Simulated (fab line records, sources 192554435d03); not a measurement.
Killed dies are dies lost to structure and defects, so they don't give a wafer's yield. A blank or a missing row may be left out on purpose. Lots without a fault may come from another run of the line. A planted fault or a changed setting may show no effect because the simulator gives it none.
One fault seen from 2 desks | flow n5_finfet | each desk has only its own numbers; what lay behind them comes last

THE TOOL OWNER'S DESK: wet_bench-01
The tool's own readings at N5_HKMG_FIN_WET_ETCH_82 (etches La2O3 in dHCl, stops on HfO2, target depth 2 nm, rinse time 30 s): means of the sampled wafers that have a number, for each lot that ran on this tool. A lot is out of limits, marked OUT, if its mean lies more than 4 standard deviations from the usual mean; the brackets give that distance.
Columns: A = bath_heat_duty_pct at N5_HKMG_FIN_WET_ETCH_82, usual 6.1 %; B = rinse_temp_c at N5_HKMG_FIN_WET_ETCH_82, usual 23.01 C; C = temp_c at N5_HKMG_FIN_WET_ETCH_82, usual 25.01 C
lot  | first seen here | A   | B     | C
L271 | day 4 09:17     | 5.5 | 22.95 | 25.17
L290 | day 9 02:01     | 5.5 | 22.96 | 25.07
L291 | day 9 07:07     | 6.0 | 23.05 | 25.00
This desk's finding: nothing out of limits on any of the 3 lots.

THE METROLOGY DESK
What the gauges read, lot by lot, whatever tool the lot ran on: means of the sampled wafers that have a number. A lot is out of limits, marked OUT, if its mean lies more than 4 standard deviations from the usual mean; the brackets give that distance. Of its 17 readings 7 are shown: the one that was out of limits first, and those that lie furthest out on some lot.
Columns: A = EOT_P at N5_BEOL_M4_RC_MEAS_101, usual 10.47; B = IOFF_P_LIN at N5_BEOL_M4_RC_MEAS_101, usual 0.097 nA/um; C = IOFF_P_LONG at N5_BEOL_M4_RC_MEAS_101, usual 0.000104 nA/um; D = ION_P at N5_BEOL_M4_RC_MEAS_101, usual 462 uA/um; E = VT_N_LVT at N5_BEOL_M4_RC_MEAS_101, usual 98.5 mV; F = VT_P at N5_BEOL_M4_RC_MEAS_101, usual -250.6 mV; G = VT_P_LONG at N5_BEOL_M4_RC_MEAS_101, usual -276 mV
lot  | first seen here | A                | B                | C                   | D              | E              | F                | G
L270 | day 8 12:53     | 10.54            | 0.092            | 0.000103            | 458            | 97.2           | -252.3           | -277
L271 | day 8 18:44     | 10.35            | 0.095            | 0.000102            | 460            | 95.2           | -251.5           | -275
L278 | day 10 22:23    | 10.80 (+4.1) OUT | 0.024 (-7.3) OUT | 0.000048 (-6.7) OUT | 398 (-9.6) OUT | 53.1 (-16) OUT | -291.8 (-14) OUT | -319 (-14) OUT
L277 | day 11 00:04    | 10.88 (+5.1) OUT | 0.021 (-7.6) OUT | 0.000049 (-6.5) OUT | 394 (-10) OUT  | 59.1 (-14) OUT | -294.0 (-14) OUT | -317 (-14) OUT
L279 | day 12 03:04    | 10.82 (+4.4) OUT | 0.023 (-7.4) OUT | 0.000051 (-6.3) OUT | 391 (-11) OUT  | 56.5 (-14) OUT | -290.5 (-13) OUT | -316 (-13) OUT
L285 | day 12 14:05    | 10.47            | 0.084            | 0.000096            | 457            | 98.5           | -253.7           | -279
L290 | day 13 17:28    | 10.39            | 0.087            | 0.000094            | 454            | 96.9           | -254.8           | -279
L291 | day 14 01:35    | 10.42            | 0.084            | 0.000092            | 455            | 102.3          | -255.0           | -280
L292 | day 14 19:56    | 10.47            | 0.112            | 0.000099            | 461            | 96.9           | -248.9           | -278
This desk's finding: out of limits on L277, L278, L279; first on L278, day 10 22:23 (EOT_P at N5_BEOL_M4_RC_MEAS_101). In limits: L270, L271, L285, L290, L291, L292.

PUT TOGETHER
The metrology desk could have raised an alarm at day 10 22:23, on L277, L278, L279.
The tool owner's desk saw nothing out of limits.
The tool owner's desk has no number on record for L277, L278, L279.
Of the lots named, all ran N5_HKMG_FIN_WET_ETCH_82 on wet_bench-01.

WHAT THE SIMULATOR HAD PUT IN
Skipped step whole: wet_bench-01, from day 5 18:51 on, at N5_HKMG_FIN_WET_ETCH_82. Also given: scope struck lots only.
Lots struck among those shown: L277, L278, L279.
Hours from the fault's start to each desk's first reading out of limits: the metrology desk, 124.
